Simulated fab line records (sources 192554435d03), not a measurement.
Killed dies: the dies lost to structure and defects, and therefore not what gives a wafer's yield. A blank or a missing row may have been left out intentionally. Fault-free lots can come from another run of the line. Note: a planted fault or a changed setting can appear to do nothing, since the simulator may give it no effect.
Chamber matching -- flow n5 finfet -- N5_MOL_CONTACT_COAG_ETCH_105 on rie diel-01 has 4 sister chambers
The step etches SiARC in CF4, target depth 15.6 nm, time 26 s. 8 wafers are shown with their chamber, then 7 later ones without.

== EACH WAFER AND ITS CHAMBER ==
wafer,chamber,showerhead plenum p Torr (Torr),throttle valve pct (%)
L085.1,3,2.17,15.97
L085.2,0,2.01,15.82
L085.3,1,2.27,15.74
L087.2,3,2.17,15.98
L087.3,1,2.27,15.73
L087.4,2,2.16,15.21
L089.2,2,2.16,15.24
L089.4,0,2.00,15.81

== WAFERS MISSING THEIR CHAMBER ==
wafer,showerhead plenum p Torr (Torr),throttle valve pct (%)
L089.5,2.17,15.97
L093.2,2.17,16.01
L093.4,2.15,15.26
L093.6,2.17,16.01
L096.1,2.26,15.79
L096.4,2.16,16.04
L096.6,2.25,15.29

== CHAMBER TAKEN BY EACH ==
wafer,from the rows above,in truth
L089.5,3,3
L093.2,3,3
L093.4,2,2
L093.6,3,3
L096.1,1,1
L096.4,3,3
L096.6,2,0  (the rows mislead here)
Correct placement for 6 of the 7. Left unplaced by these rows: 0. 1 placed wrongly.
How it was worked out, from the rows above alone: a wafer's distance from a chamber is the root of the sum, over the readings, of the square of ((its reading less the chamber's mean) divided by the reading's scatter). If the next closest chamber is less than 2 further off than the closest, the wafer can't be placed; otherwise it belongs to the closest. Each chamber's mean is taken over the wafers shown for it. The scatter is the square root of a quotient: the sum, over the shown wafers, of each reading's squared deviation from its chamber's mean, divided by wafers minus chambers.
